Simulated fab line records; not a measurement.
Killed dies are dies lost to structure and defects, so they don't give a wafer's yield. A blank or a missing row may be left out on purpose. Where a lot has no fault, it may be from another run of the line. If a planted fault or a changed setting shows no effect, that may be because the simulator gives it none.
Which tool did it? ; flow nand harc ; Sampling: 12 lots, 36 wafers, 6 of 1302 route steps

## WHAT THE GAUGES READ, wafer by wafer
NHARC_P_ZERO_WELL_CD_MEAS_37: the cd target is 720 nm. Usual: cd nm 719.7 nm, standard deviation 1.5.
lot;measured;on;cd nm (nm);flag
L293;day 2 00:23;cd sem-01;719.5 720.7 720.4;
L294;day 2 12:51;cd sem-02;717.8 718.0 717.9;
L295;day 2 19:58;cd sem-01;719.2 718.6 718.0;
L299;day 4 12:05;cd sem-01;720.0 722.6 719.9;
L307;day 7 20:00;cd sem-03;718.8 717.6 719.5;
L308;day 8 06:05;cd sem-03;719.2 722.9 721.5;
L309;day 8 16:13;cd sem-03;719.4 718.6 718.4;
L311;day 9 12:17;cd sem-03;720.8 721.8 719.1;
L313;day 10 08:14;cd sem-03;717.6 719.1 719.3;
L314;day 10 18:08;cd sem-03;720.0 719.3 721.2;
L315;day 11 04:08;cd sem-02;719.0 720.4 719.8;
L316;day 11 14:14;cd sem-02;718.7 720.3 719.5;

NHARC_P_ZERO_WELL_CD_MEAS_52: the cd target is 2000 nm. Usual: cd nm 1999.6 nm, standard deviation 2.1.
lot;measured;on;cd nm (nm);flag
L293;day 2 01:55;cd sem-01;1998.3 2000.9 1996.8;
L294;day 2 14:29;cd sem-02;2001.7 2000.8 2002.2;
L295;day 2 21:36;cd sem-01;2000.0 1998.4 1996.6;
L299;day 4 13:37;cd sem-02;1883.1 1884.5 1885.5;OFF
L307;day 7 21:32;cd sem-01;2003.1 2000.4 1998.3;
L308;day 8 07:43;cd sem-02;1997.9 1999.5 1999.3;
L309;day 8 17:44;cd sem-01;2000.5 1999.2 1998.1;
L311;day 9 13:47;cd sem-02;2001.6 1999.2 2002.4;
L313;day 10 09:45;cd sem-02;1999.7 2002.0 1996.9;
L314;day 10 19:46;cd sem-03;2001.8 2000.8 1997.6;
L315;day 11 05:46;cd sem-02;2001.0 2000.9 1997.6;
L316;day 11 15:46;cd sem-02;1999.5 2002.2 1999.3;

NHARC_END_SORT_01. Usual: killed at array 49, standard deviation 18; killed at other 0.8, standard deviation 1; killed at periphery 4.2, standard deviation 2.8; killed dies 54, standard deviation 18; killed open 3.0, standard deviation 1.7; killed short 2.5, standard deviation 1.6.
lot;measured;on;killed at array;killed at other;killed at periphery;killed dies;killed open;killed short;flag
L299;day 27 12:20;prober-01;34;2;5;41;3;3;
L307;day 30 17:14;prober-01;74 76 75;0 1 2;4 2 4;78 79 81;3 2 8;2 4 1;
L309;day 31 19:52;prober-01;85 60 80;0 0 0;4 4 9;89 64 89;3 3 4;3 0 2;

## TOOL THAT RAN EACH LOT (tool first, then ch and the chambers of the sampled wafers, then the start)
lot;NHARC_P_ZERO_WELL_EXPOSE_49;NHARC_P_STI_DESCUM_14;NHARC_P_STI_ETCH_42
L293;krf scanner-03 ch 0, day 2 01:45;rie diel-12 ch 1,2,3, day 2 20:02;rie diel-12 ch 0,2,3, day 2 20:07
L294;krf scanner-04 ch 0, day 2 14:20;rie diel-09 ch 1,2,3, day 3 08:38;rie diel-09 ch 1,2,3, day 3 08:44
L295;krf scanner-02 ch 0, day 2 21:26;rie diel-12 ch 0,2, day 3 19:43;rie diel-12 ch 0,2,3, day 3 19:49
L299;krf scanner-02 ch 0, day 4 13:27;rie diel-09 ch 0,1,2, day 5 10:11;rie diel-09 ch 1,3, day 5 10:16
L307;krf scanner-03 ch 0, day 7 21:22;rie diel-07 ch 0,1,3, day 8 18:26;rie diel-07 ch 0,1, day 8 18:30
L308;krf scanner-02 ch 0, day 8 07:33;rie diel-07 ch 0,1,3, day 9 02:53;rie diel-07 ch 0,1,3, day 9 02:59
L309;krf scanner-02 ch 0, day 8 17:35;rie diel-07 ch 0,1, day 9 10:32;rie diel-07 ch 0,3, day 9 10:37
L311;krf scanner-02 ch 0, day 9 13:38;rie diel-09 ch 0,1,2, day 10 10:02;rie diel-09 ch 1,2,3, day 10 10:08
L313;krf scanner-02 ch 0, day 10 09:36;rie diel-09 ch 0,1,3, day 11 02:32;rie diel-09 ch 0,1,2, day 11 02:38
L314;krf scanner-03 ch 0, day 10 19:37;rie diel-09 ch 0,1,3, day 11 14:50;rie diel-09 ch 0,1,2, day 11 14:55
L315;krf scanner-02 ch 0, day 11 05:37;rie diel-12 ch 0,1,2, day 11 22:14;rie diel-12 ch 0,1,2, day 11 22:20
L316;krf scanner-02 ch 0, day 11 15:36;rie diel-09 ch 1,2, day 12 08:21;rie diel-09 ch 0,2, day 12 08:26
- NHARC_P_ZERO_WELL_EXPOSE_49: exposes mask P HVPW, target cd 2000 nm.
- NHARC_P_STI_DESCUM_14: chemistry O2, time 3 s.
- NHARC_P_STI_ETCH_42: etches the open film in N2/H2, target depth 80 nm, overetch 24 nm, time 61 s.

## WHAT THE TOOLS THEMSELVES READ (means of the sampled wafers that have a number; where no wafer has one, the mark that the record gives instead)
NHARC_P_STI_DESCUM_14. Usual: drypump motor current A 5.9 A, standard deviation 0.45; oes product au 0.998 a.u., standard deviation 0.0092; rf vpp V 57.7 V, standard deviation 0.89; showerhead plenum p Torr 1.88 Torr, standard deviation 0.069; throttle valve pct 11.312 %, standard deviation 0.0091.
lot;tool;drypump motor current A (A);oes product au (a.u.);rf vpp V (V);showerhead plenum p Torr (Torr);throttle valve pct (%);flag
L293;rie diel-12;5.7;0.996;57.4;1.89;11.315;
L294;rie diel-09;6.0;0.998;56.9;1.84;11.311;
L295;rie diel-12;5.5;0.990;58.0;1.96;11.316;
L299;rie diel-09;6.3;0.998;57.2;1.82;11.307;
L307;rie diel-07;5.7;1.008;56.4;1.88;11.313;
L308;rie diel-07;5.7;1.004;56.9;1.88;11.309;
L309;rie diel-07;5.8;0.992;57.8;1.89;11.303;
L311;rie diel-09;6.3;1.002;56.9;1.82;11.308;
L313;rie diel-09;6.0;1.010;57.7;1.84;11.318;
L314;rie diel-09;6.0;1.000;57.7;1.84;11.325;
L315;rie diel-12;5.6;0.993;57.4;1.88;11.312;
L316;rie diel-09;5.8;1.004;56.9;1.81;11.315;

NHARC_P_STI_ETCH_42. Usual: drypump motor current A 5.9 A, standard deviation 0.44; oes product au 0.998 a.u., standard deviation 0.0091; rf vpp V 429.6 V, standard deviation 2.2; showerhead plenum p Torr 2.01 Torr, standard deviation 0.075; throttle valve pct 14.171 %, standard deviation 0.0088.
lot;tool;drypump motor current A (A);oes product au (a.u.);rf vpp V (V);showerhead plenum p Torr (Torr);throttle valve pct (%);flag
L293;rie diel-12;5.6;1.004;431.7;2.09;14.176;
L294;rie diel-09;6.0;0.998;427.1;1.96;14.168;
L295;rie diel-12;5.7;0.990;432.3;2.09;14.168;
L299;rie diel-09;5.5;0.990;428.0;1.94;14.171;
L307;rie diel-07;5.7;0.992;429.6;2.01;14.171;
L308;rie diel-07;5.7;0.987;429.4;2.00;14.172;
L309;rie diel-07;5.8;0.999;430.7;2.03;14.168;
L311;rie diel-09;6.0;1.008;428.4;1.96;14.171;
L313;rie diel-09;6.3;0.998;427.6;1.94;14.170;
L314;rie diel-09;6.3;0.994;427.3;1.94;14.160;
L315;rie diel-12;5.6;0.992;429.2;2.00;14.170;
L316;rie diel-09;6.7;1.000;428.1;1.96;14.176;

## THE ANSWER, worked out from the rows above alone
Rule: take the mean of a lot's wafers that have a number; if it is more than 3 standard deviations from the usual mean, the lot is off. Also off: a lot with no number at a reading for which 4 or more lots have one. Where the step has rows for the other lots, those lots are counted as sound. First the gauges in route order, then the tools' own readings, where a lot's mean is used as printed above. At the first step where some lot is off, the reading lying furthest off is the one used; lots without a number count as furthest.
Off at NHARC_P_ZERO_WELL_CD_MEAS_52 (cd nm): L299.
If a tool, at a process step before that reading, ran all the lots that are off and no sound lot after the first of them, it fits. Those tools and the gauges at NHARC_P_ZERO_WELL_CD_MEAS_52 are tried in the same way. None of those tried fits.

## WHAT HAD BEEN PUT IN BY THE SIMULATOR
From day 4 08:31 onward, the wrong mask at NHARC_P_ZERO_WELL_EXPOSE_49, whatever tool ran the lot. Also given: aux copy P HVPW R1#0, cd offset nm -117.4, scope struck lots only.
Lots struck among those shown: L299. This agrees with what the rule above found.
